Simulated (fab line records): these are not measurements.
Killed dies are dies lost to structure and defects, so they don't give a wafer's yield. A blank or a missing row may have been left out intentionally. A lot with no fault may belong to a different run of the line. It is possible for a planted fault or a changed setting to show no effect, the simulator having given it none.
Struck lot and sound lot, side by side + flow n5 finfet + 20 steps out of a route of 1938
Sound: wafers L769.1, L769.4, L769.5. Wafers L774.2, L774.3, L774.6 were the ones struck. Last of all comes the cause.
Each step with rows lists, per side, the tool, then ch with its chambers, then its first start. Under that, the readings that differ: sound wafers + struck wafers + difference of the means + sigmas: that difference in standard deviations of wafers without a fault.
alike: same words and numbers on both sides, and readings whose means sit less than 2 such deviations apart. not compared: any withheld reading, any reading some wafer has no value for, any bound like >300 that may hide the same value, and any number with overlapping values for which the record gives no deviation.
Wherever a step has rows on one side only, a row that says differs or no value, or a row with sigmas, the two part there. Numbers that have no deviation but don't overlap get no sigmas and don't part them. Lack of a reading on every wafer of one side parts them only where that side has two or more wafers.

first, 9 steps without rows for these wafers: N5_BEOL_M7_ILD_DEP_00 (deposits SiCOH lowk from DEMS/porogen, target thk 179.75 nm, time 33.4 s); N5_BEOL_M7_CURE_74 (cures SiCOH lowk, time 240 s); N5_BEOL_M7_PECVD_70 (deposits SiO2 from TEOS/O2, target thk 20 nm, time 22.7 s); N5_BEOL_M7_HM_DEP_02 (deposits TiN, target thk 20 nm); N5_BEOL_M7_COAT_59 (time 60 s, resist thk 100 nm); N5_BEOL_M7_COAT_60 (time 60 s, resist thk 35 nm); N5_BEOL_M7_COAT_05 (resist thk 90 nm); N5_BEOL_M7_EBR_07; N5_BEOL_M7_SOFTBAKE_06 (time 60 s).
N5_BEOL_M7_EXPOSE_08: exposes mask M7.
  sound on arfi scanner-02 ch 0, day 10 07:54; struck on arfi scanner-02 ch 0, day 11 17:07
| reading              | sound             | struck            | difference | sigmas |
|----------------------|-------------------|-------------------|------------|--------|
| exposure dose mJ cm2 | 68.26 68.15 68.19 | 70.18 70.25 70.20 | +2.01      | +28    |
  alike: mask
then, 3 steps without rows for these wafers: N5_BEOL_M7_PEB_09 (peb time 60 s); N5_BEOL_M7_DEVELOP_10 (develop time 30 s); N5_BEOL_M7_DESCUM_16 (chemistry O2, time 7.9 s).
N5_BEOL_M7_ETCH_61: etches SiARC in CF4, target depth 45.5 nm, time 75.8 s.
  sound on rie diel-02 ch 0,2,3, day 10 08:15; struck on rie diel-06 ch 2,3, day 11 17:31
| reading                         | sound     | struck      | difference | sigmas |
|---------------------------------|-----------|-------------|------------|--------|
| model.BEOL_M7.cd offset nm (nm) | 0.6 1 0.6 | 1.4 1.6 1.6 | +0.8       |        |
  alike: drypump motor current A, etch rf on time s, mfc ar sccm, oes product au, rf vpp V, showerhead plenum p Torr, throttle valve pct
  not compared: rf hours counter h
then, 3 steps without rows for these wafers: N5_BEOL_M7_ETCH_62 (etches SOC in N2/H2, target depth 110 nm, overetch 22 nm, time 165 s); N5_BEOL_M7_STRIP_68 (strips in N2/H2); N5_BEOL_M7_STRIP_67 (strips in CF4).
N5_BEOL_M7_HM_OPEN_17: chemistry Cl2/BCl3, target TiN, target depth 20 nm, overetch 6 nm.
  sound on rie metal-03 ch 0,1, day 10 08:29; struck on rie metal-01 ch 0,1, day 11 17:46
| reading                         | sound     | struck      | difference | sigmas |
|---------------------------------|-----------|-------------|------------|--------|
| model.BEOL_M7.cd offset nm (nm) | 0.2 1 0.8 | 1.8 1.8 1.8 | +1.1       |        |
  alike: drypump motor current A, he backside leak sccm, mfc ar sccm, oes product au, throttle valve pct
  not compared: rf hours counter h
then, 1 step without rows for these wafers: N5_BEOL_M7_STRIP_19 (strips in O2).
-- the record jumps here: 3 days lie between the struck wafers' starts before and after (it left off in module BEOL_M7 and takes up again in module PASSIVATION, whose first step shown is number 1936 of the route) --
N5_PASSIVATION_PROBE_49:
  only the struck wafers here have rows in the record (prober-02, day 14 22:28); the sound ones have none

## WHERE THEY PART
First at N5_BEOL_M7_EXPOSE_08; last, within this record, at N5_PASSIVATION_PROBE_49.

WHY: the cause the simulator had injected
Process parameter drift: arfi scanner-02, from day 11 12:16 on, at N5_BEOL_M7_EXPOSE_08. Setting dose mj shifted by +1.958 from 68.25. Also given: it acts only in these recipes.
